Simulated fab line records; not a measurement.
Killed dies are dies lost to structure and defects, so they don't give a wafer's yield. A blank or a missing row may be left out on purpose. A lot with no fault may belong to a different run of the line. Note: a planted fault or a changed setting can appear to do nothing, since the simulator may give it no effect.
Matching of chambers || flow nandHarc || rieDiel-10 running NHARC_A_BONDPAD_ETCH_34: 4 sister chambers
The step etches the open film in N2/H2, target depth 60 nm, overetch 18 nm, time 65.91 s. 8 wafers are shown with their chamber, then 10 later ones without.

## WAFERS PAIRED WITH THEIR CHAMBERS
{"wafer": "L086.3", "chamber": 0, "oesProductAu (a.u.)": 1.007, "n2FlowSccm (sccm)": 150.1}
{"wafer": "L086.5", "chamber": 2, "oesProductAu (a.u.)": 0.986, "n2FlowSccm (sccm)": 150.2}
{"wafer": "L086.6", "chamber": 1, "oesProductAu (a.u.)": 0.999, "n2FlowSccm (sccm)": 149.7}
{"wafer": "L085.1", "chamber": 3, "oesProductAu (a.u.)": 0.990, "n2FlowSccm (sccm)": 150.6}
{"wafer": "L085.3", "chamber": 1, "oesProductAu (a.u.)": 0.989, "n2FlowSccm (sccm)": 149.7}
{"wafer": "L085.5", "chamber": 3, "oesProductAu (a.u.)": 0.999, "n2FlowSccm (sccm)": 149.9}
{"wafer": "L087.1", "chamber": 0, "oesProductAu (a.u.)": 1.007, "n2FlowSccm (sccm)": 150.3}
{"wafer": "L087.2", "chamber": 2, "oesProductAu (a.u.)": 0.995, "n2FlowSccm (sccm)": 149.0}

## WAFERS WITHOUT THEIR CHAMBER
{"wafer": "L087.5", "oesProductAu (a.u.)": 0.993, "n2FlowSccm (sccm)": 149.0}
{"wafer": "L088.3", "oesProductAu (a.u.)": 1.004, "n2FlowSccm (sccm)": 149.8}
{"wafer": "L088.4", "oesProductAu (a.u.)": 0.991, "n2FlowSccm (sccm)": 150.4}
{"wafer": "L088.6", "oesProductAu (a.u.)": 1.004, "n2FlowSccm (sccm)": 149.6}
{"wafer": "L092.1", "oesProductAu (a.u.)": 1.001, "n2FlowSccm (sccm)": 150.0}
{"wafer": "L092.3", "oesProductAu (a.u.)": 1.000, "n2FlowSccm (sccm)": 149.8}
{"wafer": "L092.6", "oesProductAu (a.u.)": 0.999, "n2FlowSccm (sccm)": 150.5}
{"wafer": "L094.2", "oesProductAu (a.u.)": 1.000, "n2FlowSccm (sccm)": 149.4}
{"wafer": "L094.3", "oesProductAu (a.u.)": 0.992, "n2FlowSccm (sccm)": 149.5}
{"wafer": "L094.6", "oesProductAu (a.u.)": 0.993, "n2FlowSccm (sccm)": 149.5}

## CHAMBER TAKEN BY EACH
{"wafer": "L087.5", "from the rows above": "can't be placed: 2 or 1 or 3", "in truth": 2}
{"wafer": "L088.3", "from the rows above": "can't be placed: 0 or 1 or 3 or 2", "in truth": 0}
{"wafer": "L088.4", "from the rows above": "can't be placed: 3 or 1 or 2", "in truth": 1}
{"wafer": "L088.6", "from the rows above": "can't be placed: 0 or 1 or 3 or 2", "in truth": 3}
{"wafer": "L092.1", "from the rows above": "can't be placed: 0 or 3 or 1 or 2", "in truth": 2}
{"wafer": "L092.3", "from the rows above": "can't be placed: 1 or 3 or 0 or 2", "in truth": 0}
{"wafer": "L092.6", "from the rows above": "can't be placed: 3 or 0 or 1 or 2", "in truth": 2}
{"wafer": "L094.2", "from the rows above": "can't be placed: 1 or 2 or 3 or 0", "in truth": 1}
{"wafer": "L094.3", "from the rows above": "can't be placed: 2 or 1 or 3", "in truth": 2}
{"wafer": "L094.6", "from the rows above": "can't be placed: 1 or 2 or 3", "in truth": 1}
Correct placement for 0 of the 10. Cannot be placed on the basis of these rows: 10; the candidates contain the true chamber in 10. Wrongly placed: 0.
How it was worked out, from the rows above alone: a wafer's distance from a chamber is the root of the sum, over the readings, of the square of ((its reading less the chamber's mean) divided by the reading's scatter). The wafer belongs to the nearest chamber; if the next one is less than 2 further off, it can't be placed. The mean given for a chamber averages the wafers shown for that chamber. The scatter is the square root of a quotient: the sum, over the shown wafers, of each reading's squared deviation from its chamber's mean, divided by wafers minus chambers.
